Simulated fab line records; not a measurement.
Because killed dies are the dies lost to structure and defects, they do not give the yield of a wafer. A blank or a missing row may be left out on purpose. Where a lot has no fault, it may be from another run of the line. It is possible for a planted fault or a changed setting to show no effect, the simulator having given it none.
Split-lot experiment || flow n5-finfet || 39 wafers read across 7 lots, on a route 1938 steps long

== ABOUT THE SPLIT ==
At N5_SD_EPI_N_ETCH_16 (etches SiO2 in CHF3/O2, target depth 5 nm), the setting target-depth-a was moved away from the recipe's 50 angstrom on 15 of the 39 wafers read, by -8.3% to +11.4%. The other wafers ran this setting at the recipe's value.

The reading comes from the split's own step.

== THE READING ==
etch.depth-nm (the simulator's own value, which no gauge read), in nm, at N5_SD_EPI_N_ETCH_16 (etches SiO2 in CHF3/O2, target depth 5 nm). There is no usual value for it anywhere in the file. The 24 wafers here that ran the recipe average 4.999 nm, standard deviation 0.071 nm.

{"wafer": "L075.1", "tool, chamber at the split": "rie-diel-03, 0", "target-depth-a as run, angstrom": 50, "against the recipe": "recipe", "etch.depth-nm, nm": 4.947, "against lot-mates on the recipe": "-"}
{"wafer": "L075.2", "tool, chamber at the split": "rie-diel-03, 1", "target-depth-a as run, angstrom": 50, "against the recipe": "recipe", "etch.depth-nm, nm": 4.885, "against lot-mates on the recipe": "-"}
{"wafer": "L075.3", "tool, chamber at the split": "rie-diel-03, 3", "target-depth-a as run, angstrom": 50, "against the recipe": "recipe", "etch.depth-nm, nm": 4.945, "against lot-mates on the recipe": "-"}
{"wafer": "L075.4", "tool, chamber at the split": "rie-diel-03, 2", "target-depth-a as run, angstrom": 50, "against the recipe": "recipe", "etch.depth-nm, nm": 5.074, "against lot-mates on the recipe": "-"}
{"wafer": "L075.5", "tool, chamber at the split": "rie-diel-03, 3", "target-depth-a as run, angstrom": 50, "against the recipe": "recipe", "etch.depth-nm, nm": 4.929, "against lot-mates on the recipe": "-"}
{"wafer": "L075.6", "tool, chamber at the split": "rie-diel-03, 2", "target-depth-a as run, angstrom": 50, "against the recipe": "recipe", "etch.depth-nm, nm": 5.058, "against lot-mates on the recipe": "-"}
{"wafer": "L080.1", "tool, chamber at the split": "rie-diel-01, 2", "target-depth-a as run, angstrom": 45.86, "against the recipe": "-8.3%", "etch.depth-nm, nm": 4.61, "against lot-mates on the recipe": -0.438}
{"wafer": "L080.2", "tool, chamber at the split": "rie-diel-01, 0", "target-depth-a as run, angstrom": 50, "against the recipe": "recipe", "etch.depth-nm, nm": 5.009, "against lot-mates on the recipe": "-"}
{"wafer": "L080.3", "tool, chamber at the split": "rie-diel-01, 1", "target-depth-a as run, angstrom": 50, "against the recipe": "recipe", "etch.depth-nm, nm": 5.035, "against lot-mates on the recipe": "-"}
{"wafer": "L080.4", "tool, chamber at the split": "rie-diel-01, 3", "target-depth-a as run, angstrom": 45.86, "against the recipe": "-8.3%", "etch.depth-nm, nm": 4.661, "against lot-mates on the recipe": -0.387}
{"wafer": "L080.5", "tool, chamber at the split": "rie-diel-01, 2", "target-depth-a as run, angstrom": 45.86, "against the recipe": "-8.3%", "etch.depth-nm, nm": 4.652, "against lot-mates on the recipe": -0.396}
{"wafer": "L080.6", "tool, chamber at the split": "rie-diel-01, 3", "target-depth-a as run, angstrom": 50, "against the recipe": "recipe", "etch.depth-nm, nm": 5.099, "against lot-mates on the recipe": "-"}
{"wafer": "L081.1", "tool, chamber at the split": "rie-diel-01, 0", "target-depth-a as run, angstrom": 50, "against the recipe": "recipe", "etch.depth-nm, nm": 4.96, "against lot-mates on the recipe": "-"}
{"wafer": "L081.2", "tool, chamber at the split": "rie-diel-01, 2", "target-depth-a as run, angstrom": 55.68, "against the recipe": "+11.4%", "etch.depth-nm, nm": 5.591, "against lot-mates on the recipe": "+0.573"}
{"wafer": "L081.3", "tool, chamber at the split": "rie-diel-01, 1", "target-depth-a as run, angstrom": 50, "against the recipe": "recipe", "etch.depth-nm, nm": 5.011, "against lot-mates on the recipe": "-"}
{"wafer": "L081.4", "tool, chamber at the split": "rie-diel-01, 3", "target-depth-a as run, angstrom": 55.68, "against the recipe": "+11.4%", "etch.depth-nm, nm": 5.658, "against lot-mates on the recipe": "+0.640"}
{"wafer": "L081.5", "tool, chamber at the split": "rie-diel-01, 2", "target-depth-a as run, angstrom": 55.68, "against the recipe": "+11.4%", "etch.depth-nm, nm": 5.567, "against lot-mates on the recipe": "+0.549"}
{"wafer": "L081.6", "tool, chamber at the split": "rie-diel-01, 3", "target-depth-a as run, angstrom": 50, "against the recipe": "recipe", "etch.depth-nm, nm": 5.082, "against lot-mates on the recipe": "-"}
{"wafer": "L087.1", "tool, chamber at the split": "rie-diel-01, 3", "target-depth-a as run, angstrom": 50, "against the recipe": "recipe", "etch.depth-nm, nm": 5.042, "against lot-mates on the recipe": "-"}
{"wafer": "L087.3", "tool, chamber at the split": "rie-diel-01, 1", "target-depth-a as run, angstrom": 50, "against the recipe": "recipe", "etch.depth-nm, nm": 4.995, "against lot-mates on the recipe": "-"}
{"wafer": "L087.5", "tool, chamber at the split": "rie-diel-01, 0", "target-depth-a as run, angstrom": 50, "against the recipe": "recipe", "etch.depth-nm, nm": 4.907, "against lot-mates on the recipe": "-"}
{"wafer": "L089.1", "tool, chamber at the split": "rie-diel-01, 1", "target-depth-a as run, angstrom": 50, "against the recipe": "recipe", "etch.depth-nm, nm": 5.025, "against lot-mates on the recipe": "-"}
{"wafer": "L089.2", "tool, chamber at the split": "rie-diel-01, 2", "target-depth-a as run, angstrom": 50, "against the recipe": "recipe", "etch.depth-nm, nm": 5.017, "against lot-mates on the recipe": "-"}
{"wafer": "L089.3", "tool, chamber at the split": "rie-diel-01, 3", "target-depth-a as run, angstrom": 54.11, "against the recipe": "+8.2%", "etch.depth-nm, nm": 5.5, "against lot-mates on the recipe": "+0.465"}
{"wafer": "L089.4", "tool, chamber at the split": "rie-diel-01, 0", "target-depth-a as run, angstrom": 50, "against the recipe": "recipe", "etch.depth-nm, nm": 5.064, "against lot-mates on the recipe": "-"}
{"wafer": "L089.5", "tool, chamber at the split": "rie-diel-01, 1", "target-depth-a as run, angstrom": 54.11, "against the recipe": "+8.2%", "etch.depth-nm, nm": 5.527, "against lot-mates on the recipe": "+0.492"}
{"wafer": "L089.6", "tool, chamber at the split": "rie-diel-01, 2", "target-depth-a as run, angstrom": 54.11, "against the recipe": "+8.2%", "etch.depth-nm, nm": 5.439, "against lot-mates on the recipe": "+0.404"}
{"wafer": "L096.1", "tool, chamber at the split": "rie-diel-03, 2", "target-depth-a as run, angstrom": 50, "against the recipe": "recipe", "etch.depth-nm, nm": 5.069, "against lot-mates on the recipe": "-"}
{"wafer": "L096.2", "tool, chamber at the split": "rie-diel-03, 0", "target-depth-a as run, angstrom": 50, "against the recipe": "recipe", "etch.depth-nm, nm": 4.974, "against lot-mates on the recipe": "-"}
{"wafer": "L096.3", "tool, chamber at the split": "rie-diel-03, 1", "target-depth-a as run, angstrom": 54.11, "against the recipe": "+8.2%", "etch.depth-nm, nm": 5.376, "against lot-mates on the recipe": "+0.337"}
{"wafer": "L096.4", "tool, chamber at the split": "rie-diel-03, 0", "target-depth-a as run, angstrom": 54.11, "against the recipe": "+8.2%", "etch.depth-nm, nm": 5.425, "against lot-mates on the recipe": "+0.386"}
{"wafer": "L096.5", "tool, chamber at the split": "rie-diel-03, 2", "target-depth-a as run, angstrom": 50, "against the recipe": "recipe", "etch.depth-nm, nm": 5.075, "against lot-mates on the recipe": "-"}
{"wafer": "L096.6", "tool, chamber at the split": "rie-diel-03, 1", "target-depth-a as run, angstrom": 54.11, "against the recipe": "+8.2%", "etch.depth-nm, nm": 5.396, "against lot-mates on the recipe": "+0.357"}
{"wafer": "L097.1", "tool, chamber at the split": "rie-diel-04, 0", "target-depth-a as run, angstrom": 50, "against the recipe": "recipe", "etch.depth-nm, nm": 4.888, "against lot-mates on the recipe": "-"}
{"wafer": "L097.2", "tool, chamber at the split": "rie-diel-04, 1", "target-depth-a as run, angstrom": 50, "against the recipe": "recipe", "etch.depth-nm, nm": 5.053, "against lot-mates on the recipe": "-"}
{"wafer": "L097.3", "tool, chamber at the split": "rie-diel-04, 2", "target-depth-a as run, angstrom": 46.24, "against the recipe": "-7.5%", "etch.depth-nm, nm": 4.592, "against lot-mates on the recipe": -0.334}
{"wafer": "L097.4", "tool, chamber at the split": "rie-diel-04, 3", "target-depth-a as run, angstrom": 46.24, "against the recipe": "-7.5%", "etch.depth-nm, nm": 4.561, "against lot-mates on the recipe": -0.365}
{"wafer": "L097.5", "tool, chamber at the split": "rie-diel-04, 3", "target-depth-a as run, angstrom": 46.24, "against the recipe": "-7.5%", "etch.depth-nm, nm": 4.573, "against lot-mates on the recipe": -0.353}
{"wafer": "L097.6", "tool, chamber at the split": "rie-diel-04, 0", "target-depth-a as run, angstrom": 50, "against the recipe": "recipe", "etch.depth-nm, nm": 4.838, "against lot-mates on the recipe": "-"}

THE FIT
A straight line over all 39 wafers: etch.depth-nm changes by +0.0521 nm for each +1% of target-depth-a; r = +0.97; the points scatter about the line by 0.067 nm.
The same after taking each lot's own level away (the mean of its wafers on the recipe; 39 wafers): +0.0496 nm for each +1%; r = +0.98; scatter 0.055 nm.
Per that fit: largest target-depth-a move, reading shift of 0.56 nm.
The lots' own levels span 4.9263 to 5.0477 nm, that is 1.7 times the standard deviation above.
The two slopes agree, so the slope changes little with the lot-to-lot level.
Check: +0.567 nm against its lot-mates is what the line predicts for one of the wafers moved furthest among these (+11.4%) when that wafer is left out of the fit. It came out at +0.573 nm against them.

== OTHER SPLITS APPLIED TO THESE WAFERS ==
These wafers also went through other splits before the reading. Each is held against what the fit with the lots' levels taken away leaves over:
{"other split on the same wafers": "N5_FIN_CUT_ETCH_21 bias-w", "wafers away from the commonest value": 12, "r with etch.depth-nm (lot level and that fit taken away)": "+0.19"}
{"other split on the same wafers": "N5_DUMMY_GATE_ETCH_32 time-s", "wafers away from the commonest value": 15, "r with etch.depth-nm (lot level and that fit taken away)": "+0.03"}

== THE FILE'S OWN FIT ==
etch.depth-nm changes by +0.0497 nm for each +1% of target-depth-a, r = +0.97.
